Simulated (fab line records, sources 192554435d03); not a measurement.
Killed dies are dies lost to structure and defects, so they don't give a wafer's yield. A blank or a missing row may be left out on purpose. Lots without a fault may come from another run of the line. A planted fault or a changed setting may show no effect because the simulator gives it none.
Which tool did it? | flow n5_finfet | 24 lots, 72 wafers sampled, at 4 steps of a route of 1938

WHAT THE GAUGES READ, wafer by wafer
N5_BEOL_M10_THK_MEAS_53: measures by xrf.
lot  | measured     | on            | M10_THK (nm)
L074 | day 10 18:22 | film_metro-02 | 140 144 139
L075 | day 11 04:04 | film_metro-01 | 140 138 139
L076 | day 11 11:50 | film_metro-01 | 139 139 142
L079 | day 11 16:10 | film_metro-02 | 143 142 140
L077 | day 11 17:24 | film_metro-01 | 140 137 141
L078 | day 11 21:02 | film_metro-01 | 136 138 141
L080 | day 12 10:26 | film_metro-01 | 145 146 142
L081 | day 12 11:41 | film_metro-02 | 140 136 140
L082 | day 12 15:25 | film_metro-02 | 136 142 135
L083 | day 13 00:40 | film_metro-02 | 143 144 150
L085 | day 13 04:19 | film_metro-01 | 140 135 142
L088 | day 13 15:41 | film_metro-02 | 137 138 137
L084 | day 13 15:44 | film_metro-02 | 140 136 143
L086 | day 13 19:53 | film_metro-01 | 146 137 142
L089 | day 14 13:25 | film_metro-02 | 141 143 142
L087 | day 14 13:57 | film_metro-01 | 139 139 139
L090 | day 14 17:33 | film_metro-01 | 136 134 139
L091 | day 15 06:07 | film_metro-02 | 136 140 137
L092 | day 15 11:56 | film_metro-01 | 142 136 138
L094 | day 15 14:17 | film_metro-01 | 145 134 143
L096 | day 15 17:26 | film_metro-01 | 135 140 145
L093 | day 15 18:12 | film_metro-02 | 139 142 136
L095 | day 16 12:52 | film_metro-02 | 133 144 141
L097 | day 16 17:54 | film_metro-01 | 137 137 134

N5_BEOL_M11_OVL_MEAS_29.
lot  | measured     | on         | V10_OVL (nm)
L074 | day 11 06:31 | overlay-01 | -0.5 -1.4 -0.7
L075 | day 11 11:46 | overlay-01 | 0.2 0.9 -0.5
L076 | day 11 14:52 | overlay-01 | -1.2 -0.7 0.7
L079 | day 11 19:28 | overlay-02 | 0.5 -0.7 -0.8
L077 | day 11 21:58 | overlay-02 | -0.7 -0.8 -0.1
L078 | day 12 01:22 | overlay-01 | 0.5 0.2 -0.8
L080 | day 12 15:15 | overlay-01 | -1.3 0.0 0.4
L081 | day 12 16:40 | overlay-01 | -0.5 -1.6 0.5
L082 | day 12 20:17 | overlay-01 | -0.5 1.0 0.8
L083 | day 13 07:18 | overlay-01 | -0.7 -0.9 -0.8
L085 | day 13 07:28 | overlay-02 | 0.0 -1.2 -1.7
L088 | day 13 22:54 | overlay-02 | -1.0 -1.1 -1.6
L084 | day 13 23:04 | overlay-01 | 0.3 0.0 -0.6
L086 | day 13 23:14 | overlay-01 | -0.2 0.6 2.0
L089 | day 14 20:00 | overlay-02 | -1.0 -0.5 0.1
L087 | day 14 20:10 | overlay-01 | -0.9 -0.2 -0.7
L090 | day 14 20:40 | overlay-01 | 0.4 0.9 0.7
L091 | day 15 11:13 | overlay-01 | 1.2 -1.1 -0.6
L092 | day 15 15:47 | overlay-02 | 0.5 -0.8 -0.2
L094 | day 15 19:05 | overlay-02 | -1.0 -0.1 -1.8
L096 | day 16 00:18 | overlay-02 | 0.3 0.3 0.3
L093 | day 15 22:46 | overlay-02 | -1.2 -0.6 0.1
L095 | day 16 15:47 | overlay-01 | -1.1 -0.5 0.0
L097 | day 16 23:47 | overlay-01 | -0.3 -0.8 -0.2

N5_BEOL_M12_CD_MEAS_10: target cd 140 nm.
lot  | measured     | on        | cd_nm (nm)
L074 | day 11 11:29 | cd_sem-03 | 136.9 140.7 142.7
L075 | day 11 17:28 | cd_sem-02 | 142.9 141.6 142.5
L076 | day 11 18:44 | cd_sem-01 | 143.5 142.2 140.7
L079 | day 12 00:31 | cd_sem-02 | 141.9 143.7 144.1
L077 | day 12 02:53 | cd_sem-01 | 139.9 137.3 137.8
L078 | day 12 06:49 | cd_sem-01 | 135.6 140.2 136.3
L080 | day 12 19:37 | cd_sem-02 | 137.2 140.1 141.2
L081 | day 12 20:09 | cd_sem-02 | 142.1 145.0 144.0
L082 | day 13 02:09 | cd_sem-02 | 136.8 139.3 137.6
L083 | day 13 10:29 | cd_sem-01 | 139.3 139.2 141.3
L085 | day 13 11:31 | cd_sem-03 | 142.4 141.1 142.3
L088 | day 14 03:41 | cd_sem-03 | 139.4 141.5 139.8
L084 | day 14 04:20 | cd_sem-01 | 139.3 142.4 138.4
L086 | day 14 04:39 | cd_sem-03 | 142.3 135.8 142.4
L089 | day 15 00:16 | cd_sem-02 | 136.3 143.2 141.9
L087 | day 15 00:29 | cd_sem-02 | 141.3 141.4 138.9
L090 | day 15 00:44 | cd_sem-02 | 143.6 143.1 142.8
L091 | day 15 14:40 | cd_sem-03 | 138.3 136.4 139.0
L092 | day 15 19:16 | cd_sem-03 | 139.4 136.9 138.4
L094 | day 16 00:28 | cd_sem-03 | 138.2 142.0 137.4
L096 | day 16 03:58 | cd_sem-01 | 136.8 140.5 136.7
L093 | day 16 03:13 | cd_sem-03 | 142.5 142.1 140.2
L095 | day 16 21:04 | cd_sem-03 | 137.9 142.3 141.9
L097 | day 17 04:37 | cd_sem-03 | 140.9 137.4 140.9

WHICH TOOL RAN EACH LOT (tool, then ch and the chambers of the sampled wafers, then the start)
lot  | N5_BEOL_M11_ALD_74
L074 | ald_metal-02 ch 0,1,2, day 11 09:24
L075 | ald_metal-02 ch 1,2, day 11 13:44
L076 | ald_metal-01 ch 1,2, day 11 16:28
L079 | ald_metal-02 ch 1,2,3, day 11 20:52
L077 | ald_metal-02 ch 0,2,3, day 11 23:31
L078 | ald_metal-01 ch 0,1,2, day 12 03:10
L080 | ald_metal-02 ch 1,2, day 12 17:32
L081 | ald_metal-04 ch 0,1, day 12 18:05
L082 | ald_metal-02 ch 0,1,2, day 12 22:10
L083 | ald_metal-04 ch 0,2,3, day 13 08:33
L085 | ald_metal-02 ch 1,2, day 13 09:05
L088 | ald_metal-02 ch 0,1,2, day 14 00:17
L084 | ald_metal-01 ch 0,1,3, day 14 02:03
L086 | ald_metal-04 ch 0,1,2, day 14 02:13
L089 | ald_metal-04 ch 1,2, day 14 21:47
L087 | ald_metal-02 ch 1,3, day 14 22:04
L090 | ald_metal-01 ch 0,2,3, day 14 22:08
L091 | ald_metal-02 ch 0,1,3, day 15 12:32
L092 | ald_metal-02 ch 1,2, day 15 17:14
L094 | ald_metal-01 ch 0,1,3, day 15 20:34
L096 | ald_metal-01 ch 0,1,3, day 16 01:58
L093 | ald_metal-01 ch 2,3, day 16 00:43
L095 | ald_metal-04 ch 1,2,3, day 16 17:08
L097 | ald_metal-04 ch 2,3, day 17 02:25
- N5_BEOL_M11_ALD_74: deposits TaN, target thk 2 nm, pulse time 2 s, purge time 3 s.

WHAT THE TOOLS THEMSELVES READ (means of the sampled wafers that have a number; where no wafer has one, the mark that the record gives instead)
N5_BEOL_M11_ALD_74.
lot  | tool         | heater_power_w (W) | precursor_vessel_carrier_sccm (sccm) | precursor_vessel_temp_c (C) | susceptor_temp_C (C)
L074 | ald_metal-02 | 432                | 1000                                 | 74.88                       | 275.06
L075 | ald_metal-02 | 416                | 1001                                 | 74.95                       | 274.88
L076 | ald_metal-01 | 424                | 1003                                 | 74.87                       | 274.96
L079 | ald_metal-02 | 396                | 999                                  | 74.95                       | 275.12
L077 | ald_metal-02 | 408                | 1000                                 | 75.07                       | 274.84
L078 | ald_metal-01 | 453                | 999                                  | 75.00                       | 275.05
L080 | ald_metal-02 | 416                | 1004                                 | 74.91                       | 274.97
L081 | ald_metal-04 | 415                | 1000                                 | 75.17                       | 275.16
L082 | ald_metal-02 | 434                | 1000                                 | 75.01                       | 275.02
L083 | ald_metal-04 | 421                | 999                                  | 75.03                       | 275.06
L085 | ald_metal-02 | 425                | 998                                  | 75.04                       | 275.13
L088 | ald_metal-02 | 434                | 998                                  | 74.88                       | 274.79
L084 | ald_metal-01 | 450                | 1000                                 | 74.97                       | 274.96
L086 | ald_metal-04 | 423                | 998                                  | 74.98                       | 275.19
L089 | ald_metal-04 | 425                | 999                                  | 74.89                       | 275.01
L087 | ald_metal-02 | 392                | 995                                  | 74.96                       | 275.14
L090 | ald_metal-01 | 434                | 1002                                 | 75.05                       | 274.96
L091 | ald_metal-02 | 421                | 999                                  | 74.90                       | 274.93
L092 | ald_metal-02 | 426                | 1000                                 | 75.03                       | 275.01
L094 | ald_metal-01 | 424                | 1000                                 | 75.04                       | 275.22
L096 | ald_metal-01 | 422                | 1001                                 | 75.05                       | 275.02
L093 | ald_metal-01 | 372                | 1001                                 | 74.90                       | 275.27
L095 | ald_metal-04 | 443                | 1000                                 | 75.03                       | 275.07
L097 | ald_metal-04 | 440                | 1000                                 | 74.99                       | 275.10

THE ANSWER, worked out from the rows above alone
Rule: what is usual is taken from the lots themselves. Put in order of their means at a reading, lots are off if they are a third of the lots or fewer, leave a main group of 4 or more, and stand apart from it by a gap of 3 or more times the standard deviation of the main group's means; of several such gaps the widest counts. A main group whose means are all the same, to the digits that the tables above print for the reading, isn't used. A lot without any number at a reading at which 4 lots or more have one is off too. The other lots that the step has rows for count as sound. The gauges are gone through in route order, then the tools' own readings, and for those a lot's mean is taken as printed above. The first step at which some lot is off is used, and at that step the reading that is off furthest; a lot without a number counts as furthest.
No lot is off at any reading shown: from this, nothing can be told.

WHAT THE SIMULATOR HAD PUT IN
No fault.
